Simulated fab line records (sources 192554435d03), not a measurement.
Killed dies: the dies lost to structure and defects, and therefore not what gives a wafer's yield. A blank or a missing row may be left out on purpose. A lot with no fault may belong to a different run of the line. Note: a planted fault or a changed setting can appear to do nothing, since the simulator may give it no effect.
Which of the tools did it? / flow n5Finfet / 9 lots, 27 wafers sampled, at 7 steps of a route of 1938

## WHAT EACH GAUGE READ, for each wafer
N5_FIN_SAQP_INSPECT_40: inspects for defects (brightfield). Usual: rawDefectCount at 225, with a standard deviation of 64.
lot=L984; measured=day 2 04:40; on=defectInspect-01; rawDefectCount=284 256 320; flag=
lot=L990; measured=day 3 14:04; on=defectInspect-02; rawDefectCount=172 144 191; flag=
lot=L992; measured=day 4 02:03; on=defectInspect-01; rawDefectCount=116 113 136; flag=
lot=L996; measured=day 5 06:22; on=defectInspect-02; rawDefectCount=190 234 192; flag=
lot=L997; measured=day 5 11:20; on=defectInspect-02; rawDefectCount=334 284 153; flag=
lot=L998; measured=day 5 18:17; on=defectInspect-01; rawDefectCount=234 189 298; flag=
lot=L100; measured=day 6 03:02; on=defectInspect-01; rawDefectCount=289 214 259; flag=
lot=L104; measured=day 7 02:22; on=defectInspect-01; rawDefectCount=506 501 582; flag=OFF
lot=L105; measured=day 7 10:54; on=defectInspect-02; rawDefectCount=467 456 501; flag=OFF

N5_FIN_CUT_OVL_MEAS_09. Usual: for FIN_CUT_OVL the level is -0.2 nm and the standard deviation is 0.7.
lot=L984; measured=day 2 05:00; on=overlay-02; FIN_CUT_OVL (nm)=-0.3 0.4 -0.4; flag=
lot=L990; measured=day 3 14:32; on=overlay-02; FIN_CUT_OVL (nm)=-1.4 -0.9 -0.2; flag=
lot=L992; measured=day 4 02:24; on=overlay-02; FIN_CUT_OVL (nm)=-1.6 -0.3 -0.8; flag=
lot=L996; measured=day 5 06:42; on=overlay-01; FIN_CUT_OVL (nm)=0.5 1.4 -0.2; flag=
lot=L997; measured=day 5 11:47; on=overlay-01; FIN_CUT_OVL (nm)=-0.4 -0.4 -0.2; flag=
lot=L998; measured=day 5 18:45; on=overlay-01; FIN_CUT_OVL (nm)=-0.2 0.8 -0.5; flag=
lot=L100; measured=day 6 03:22; on=overlay-02; FIN_CUT_OVL (nm)=-1.0 0.4 -0.6; flag=
lot=L104; measured=day 7 02:43; on=overlay-02; FIN_CUT_OVL (nm)=-1.5 -0.4 -0.3; flag=
lot=L105; measured=day 7 11:14; on=overlay-01; FIN_CUT_OVL (nm)=-0.3 0.0 -1.4; flag=

N5_FIN_CUT_INSPECT_10: inspects for defects (brightfield). Usual: rawDefectCount at 41, with a standard deviation of 10.
lot=L984; measured=day 2 05:04; on=defectInspect-01; rawDefectCount=55 37 51; flag=
lot=L990; measured=day 3 14:35; on=defectInspect-02; rawDefectCount=29 29 37; flag=
lot=L992; measured=day 4 02:26; on=defectInspect-01; rawDefectCount=37 17 27; flag=
lot=L996; measured=day 5 06:45; on=defectInspect-01; rawDefectCount=30 38 38; flag=
lot=L997; measured=day 5 11:51; on=defectInspect-02; rawDefectCount=61 50 39; flag=
lot=L998; measured=day 5 18:49; on=defectInspect-01; rawDefectCount=32 37 42; flag=
lot=L100; measured=day 6 03:26; on=defectInspect-01; rawDefectCount=60 37 50; flag=
lot=L104; measured=day 7 02:46; on=defectInspect-02; rawDefectCount=312 315 345; flag=OFF
lot=L105; measured=day 7 11:17; on=defectInspect-01; rawDefectCount=325 334 337; flag=OFF

N5_BEOL_M4_RC_MEAS_101. Usual: DIBL_N 36.9 mV/V, standard deviation 1.7; DIBL_P 37.3 mV/V, standard deviation 2.3; IOFF_N 0.16 nA/um, standard deviation 0.033; IOFF_P 0.22 nA/um, standard deviation 0.04; ION_N 673 uA/um, standard deviation 12; ION_P 463 uA/um, standard deviation 8; SS_N 71.6 mV/dec, standard deviation 0.58; SS_P 73.4 mV/dec, standard deviation 0.74; VT_N 250 mV, standard deviation 3.2; VT_P -250 mV, standard deviation 3.4.
lot=L984; measured=day 7 21:47; on=prober-01; DIBL_N (mV/V)=38.3 39.7 36.7; DIBL_P (mV/V)=40.6 42.2 38.1; IOFF_N (nA/um)=0.22 0.25 0.18; IOFF_P (nA/um)=0.29 0.33 0.24; ION_N (uA/um)=691 681 675; ION_P (uA/um)=471 473 467; SS_N (mV/dec)=71.8 73.0 72.2; SS_P (mV/dec)=74.1 74.5 73.4; VT_N (mV)=247 243 250; VT_P (mV)=-247 -244 -248; flag=
lot=L990; measured=day 9 13:07; on=prober-02; DIBL_N (mV/V)=36.4 37.5 35.8; DIBL_P (mV/V)=38.5 39.4 37.3; IOFF_N (nA/um)=0.17 0.19 0.16; IOFF_P (nA/um)=0.25 0.26 0.23; ION_N (uA/um)=664 675 666; ION_P (uA/um)=460 465 461; SS_N (mV/dec)=72.0 71.8 71.3; SS_P (mV/dec)=73.9 73.2 73.3; VT_N (mV)=248 248 248; VT_P (mV)=-251 -251 -249; flag=
lot=L992; measured=day 10 01:18; on=prober-02; DIBL_N (mV/V)=36.2 35.7 37.7; DIBL_P (mV/V)=35.5 36.2 37.3; IOFF_N (nA/um)=0.13 0.13 0.16; IOFF_P (nA/um)=0.18 0.18 0.21; ION_N (uA/um)=659 655 664; ION_P (uA/um)=453 452 457; SS_N (mV/dec)=72.0 71.5 72.6; SS_P (mV/dec)=73.3 72.9 72.8; VT_N (mV)=256 255 252; VT_P (mV)=-252 -252 -250; flag=
lot=L996; measured=day 11 16:25; on=prober-01; DIBL_N (mV/V)=36.9 37.1 37.4; DIBL_P (mV/V)=36.1 36.9 37.8; IOFF_N (nA/um)=0.15 0.15 0.17; IOFF_P (nA/um)=0.25 0.26 0.28; ION_N (uA/um)=664 666 686; ION_P (uA/um)=464 464 474; SS_N (mV/dec)=70.8 71.7 71.7; SS_P (mV/dec)=72.6 73.8 72.7; VT_N (mV)=251 252 249; VT_P (mV)=-243 -248 -243; flag=
lot=L997; measured=day 11 14:33; on=prober-01; DIBL_N (mV/V)=38.1 38.3 38.3; DIBL_P (mV/V)=38.6 38.1 37.8; IOFF_N (nA/um)=0.20 0.19 0.18; IOFF_P (nA/um)=0.26 0.25 0.24; ION_N (uA/um)=680 689 686; ION_P (uA/um)=467 469 465; SS_N (mV/dec)=71.4 71.6 72.5; SS_P (mV/dec)=74.6 73.7 73.2; VT_N (mV)=246 245 245; VT_P (mV)=-248 -248 -248; flag=
lot=L998; measured=day 11 14:55; on=prober-02; DIBL_N (mV/V)=38.1 38.0 36.9; DIBL_P (mV/V)=37.7 36.8 36.9; IOFF_N (nA/um)=0.17 0.17 0.17; IOFF_P (nA/um)=0.26 0.22 0.24; ION_N (uA/um)=676 674 699; ION_P (uA/um)=469 462 477; SS_N (mV/dec)=71.7 71.7 71.6; SS_P (mV/dec)=73.6 73.1 73.4; VT_N (mV)=250 248 249; VT_P (mV)=-247 -252 -249; flag=
lot=L100; measured=day 12 03:09; on=prober-02; DIBL_N (mV/V)=36.6 34.0 36.0; DIBL_P (mV/V)=36.8 33.8 36.7; IOFF_N (nA/um)=0.16 0.12 0.16; IOFF_P (nA/um)=0.22 0.17 0.21; ION_N (uA/um)=674 660 693; ION_P (uA/um)=465 457 469; SS_N (mV/dec)=72.5 71.4 71.6; SS_P (mV/dec)=73.8 72.9 73.8; VT_N (mV)=251 254 249; VT_P (mV)=-250 -254 -249; flag=
lot=L104; measured=day 13 16:40; on=prober-02; DIBL_N (mV/V)=37.1 34.8 32.6; DIBL_P (mV/V)=37.2 35.2 31.7; IOFF_N (nA/um)=0.18 0.14 0.10; IOFF_P (nA/um)=0.22 0.18 0.15; ION_N (uA/um)=677 677 650; ION_P (uA/um)=461 458 449; SS_N (mV/dec)=71.6 70.7 69.9; SS_P (mV/dec)=74.7 72.4 72.3; VT_N (mV)=246 252 257; VT_P (mV)=-251 -254 -259; flag=
lot=L105; measured=day 13 20:19; on=prober-01; DIBL_N (mV/V)=34.2 39.0 36.4; DIBL_P (mV/V)=36.0 41.1 37.0; IOFF_N (nA/um)=0.12 0.20 0.14; IOFF_P (nA/um)=0.19 0.27 0.21; ION_N (uA/um)=669 677 667; ION_P (uA/um)=467 465 464; SS_N (mV/dec)=71.6 72.0 71.3; SS_P (mV/dec)=72.4 73.9 73.9; VT_N (mV)=256 246 254; VT_P (mV)=-254 -248 -248; flag=

## WHAT TOOL EACH LOT RAN ON (gives the tool, then ch and the chambers of the sampled wafers, and finally the start)
lot=L984; N5_FIN_SAQP_STRIP_23=wetBench-03 ch 1,5,7, day 2 00:46; N5_FIN_SAQP_MANDREL1_REMOVE_56=rieSi-04 ch 0,1,2, day 2 02:18; N5_FIN_SAQP_SPACER2_ALD_28=aldSin-03 ch 0,1,2, day 2 03:34
lot=L990; N5_FIN_SAQP_STRIP_23=wetBench-04 ch 0,6,7, day 3 10:21; N5_FIN_SAQP_MANDREL1_REMOVE_56=rieSi-02 ch 1,2,3, day 3 11:49; N5_FIN_SAQP_SPACER2_ALD_28=aldSin-01 ch 1,2, day 3 12:57
lot=L992; N5_FIN_SAQP_STRIP_23=wetBench-03 ch 0,2,5, day 3 22:17; N5_FIN_SAQP_MANDREL1_REMOVE_56=rieSi-02 ch 2,3, day 3 23:46; N5_FIN_SAQP_SPACER2_ALD_28=aldSin-04 ch 0,1,2, day 4 00:56
lot=L996; N5_FIN_SAQP_STRIP_23=wetBench-03 ch 1,3,4, day 5 00:38; N5_FIN_SAQP_MANDREL1_REMOVE_56=rieSi-04 ch 0,2,3, day 5 02:05; N5_FIN_SAQP_SPACER2_ALD_28=aldSin-03 ch 1,2,3, day 5 05:02
lot=L997; N5_FIN_SAQP_STRIP_23=wetBench-01 ch 2,4,6, day 5 07:22; N5_FIN_SAQP_MANDREL1_REMOVE_56=rieSi-05 ch 1,2, day 5 08:49; N5_FIN_SAQP_SPACER2_ALD_28=aldSin-01 ch 0,2,3, day 5 10:05
lot=L998; N5_FIN_SAQP_STRIP_23=wetBench-04 ch 3,4,5, day 5 12:32; N5_FIN_SAQP_MANDREL1_REMOVE_56=rieSi-02 ch 1,2, day 5 14:03; N5_FIN_SAQP_SPACER2_ALD_28=aldSin-03 ch 0,1,3, day 5 17:07
lot=L100; N5_FIN_SAQP_STRIP_23=wetBench-03 ch 0,3,4, day 5 23:21; N5_FIN_SAQP_MANDREL1_REMOVE_56=rieSi-02 ch 0,1,3, day 6 00:48; N5_FIN_SAQP_SPACER2_ALD_28=aldSin-04 ch 1,3, day 6 01:56
lot=L104; N5_FIN_SAQP_STRIP_23=wetBench-03 ch 0,4,7, day 6 22:24; N5_FIN_SAQP_MANDREL1_REMOVE_56=rieSi-05 ch 0,1,3, day 6 23:55; N5_FIN_SAQP_SPACER2_ALD_28=aldSin-03 ch 0,2,3, day 7 01:13
lot=L105; N5_FIN_SAQP_STRIP_23=wetBench-03 ch 1,2,4, day 7 06:16; N5_FIN_SAQP_MANDREL1_REMOVE_56=rieSi-04 ch 0,1, day 7 07:43; N5_FIN_SAQP_SPACER2_ALD_28=aldSin-03 ch 1,2, day 7 09:05
- N5_FIN_SAQP_STRIP_23: strips in SPM, time 750 s.
- N5_FIN_SAQP_MANDREL1_REMOVE_56: chemistry HBr/Cl2/O2, target a-Si, stops on SiNx, bt time 10 s.
- N5_FIN_SAQP_SPACER2_ALD_28: deposits SiO2, target thk 8.1 nm, pulse time 1 s, purge time 2 s.

## WHAT THE TOOLS THEMSELVES READ (means of the sampled wafers that have a number; where no wafer has one, the mark that the record gives instead)
N5_FIN_SAQP_MANDREL1_REMOVE_56. Usual: drypumpMotorCurrentA 5.8 A, standard deviation 0.41; oesProductAu 1.002 a.u., standard deviation 0.02; throttleValvePct 36.81 %, standard deviation 0.21.
lot=L984; tool=rieSi-04; drypumpMotorCurrentA (A)=5.8; oesProductAu (a.u.)=0.995; throttleValvePct (%)=36.68; flag=
lot=L990; tool=rieSi-02; drypumpMotorCurrentA (A)=5.4; oesProductAu (a.u.)=1.006; throttleValvePct (%)=36.74; flag=
lot=L992; tool=rieSi-02; drypumpMotorCurrentA (A)=5.5; oesProductAu (a.u.)=1.014; throttleValvePct (%)=36.69; flag=
lot=L996; tool=rieSi-04; drypumpMotorCurrentA (A)=5.8; oesProductAu (a.u.)=1.013; throttleValvePct (%)=36.76; flag=
lot=L997; tool=rieSi-05; drypumpMotorCurrentA (A)=6.0; oesProductAu (a.u.)=1.012; throttleValvePct (%)=36.89; flag=
lot=L998; tool=rieSi-02; drypumpMotorCurrentA (A)=5.6; oesProductAu (a.u.)=0.999; throttleValvePct (%)=36.63; flag=
lot=L100; tool=rieSi-02; drypumpMotorCurrentA (A)=5.5; oesProductAu (a.u.)=1.009; throttleValvePct (%)=36.83; flag=
lot=L104; tool=rieSi-05; drypumpMotorCurrentA (A)=6.2; oesProductAu (a.u.)=0.998; throttleValvePct (%)=36.97; flag=
lot=L105; tool=rieSi-04; drypumpMotorCurrentA (A)=5.7; oesProductAu (a.u.)=0.976; throttleValvePct (%)=36.73; flag=

N5_FIN_SAQP_SPACER2_ALD_28. Usual: heaterPowerW 501 W, standard deviation 39; precursorPulseHeightRel 1.003, standard deviation 0.02; susceptorTempC 299.98 C, standard deviation 0.22.
lot=L984; tool=aldSin-03; heaterPowerW (W)=526; precursorPulseHeightRel=1.001; susceptorTempC (C)=300.04; flag=
lot=L990; tool=aldSin-01; heaterPowerW (W)=470; precursorPulseHeightRel=1.016; susceptorTempC (C)=300.02; flag=
lot=L992; tool=aldSin-04; heaterPowerW (W)=484; precursorPulseHeightRel=0.973; susceptorTempC (C)=300.04; flag=
lot=L996; tool=aldSin-03; heaterPowerW (W)=531; precursorPulseHeightRel=1.002; susceptorTempC (C)=300.10; flag=
lot=L997; tool=aldSin-01; heaterPowerW (W)=502; precursorPulseHeightRel=1.001; susceptorTempC (C)=299.81; flag=
lot=L998; tool=aldSin-03; heaterPowerW (W)=541; precursorPulseHeightRel=1.004; susceptorTempC (C)=300.05; flag=
lot=L100; tool=aldSin-04; heaterPowerW (W)=464; precursorPulseHeightRel=1.016; susceptorTempC (C)=300.11; flag=
lot=L104; tool=aldSin-03; heaterPowerW (W)=532; precursorPulseHeightRel=1.020; susceptorTempC (C)=300.16; flag=
lot=L105; tool=aldSin-03; heaterPowerW (W)=513; precursorPulseHeightRel=0.985; susceptorTempC (C)=299.89; flag=

## THE ANSWER, worked out from the rows above alone
Rule: take the mean of a lot's wafers that have a number; if it is more than 3 standard deviations from the usual mean, the lot is off. A lot without any number at a reading at which 4 lots or more have one is off too. All remaining lots with rows at the step are treated as sound. First the gauges in route order, then the tools' own readings, where a lot's mean is used as printed above. The first step at which some lot is off is used, and at that step the reading that is off furthest; a lot without a number counts as furthest.
Off at N5_FIN_SAQP_INSPECT_40 (rawDefectCount): L104, L105.
If a tool, at a process step before that reading, ran all the lots that are off and no sound lot after the first of them, it fits. Those tools and the gauges at N5_FIN_SAQP_INSPECT_40 are tried in the same way. 2 tools fit, wetBench-03 at N5_FIN_SAQP_STRIP_23 and aldSin-03 at N5_FIN_SAQP_SPACER2_ALD_28, so this cannot tell which one it is.

## WHAT THE SIMULATOR HAD INSERTED
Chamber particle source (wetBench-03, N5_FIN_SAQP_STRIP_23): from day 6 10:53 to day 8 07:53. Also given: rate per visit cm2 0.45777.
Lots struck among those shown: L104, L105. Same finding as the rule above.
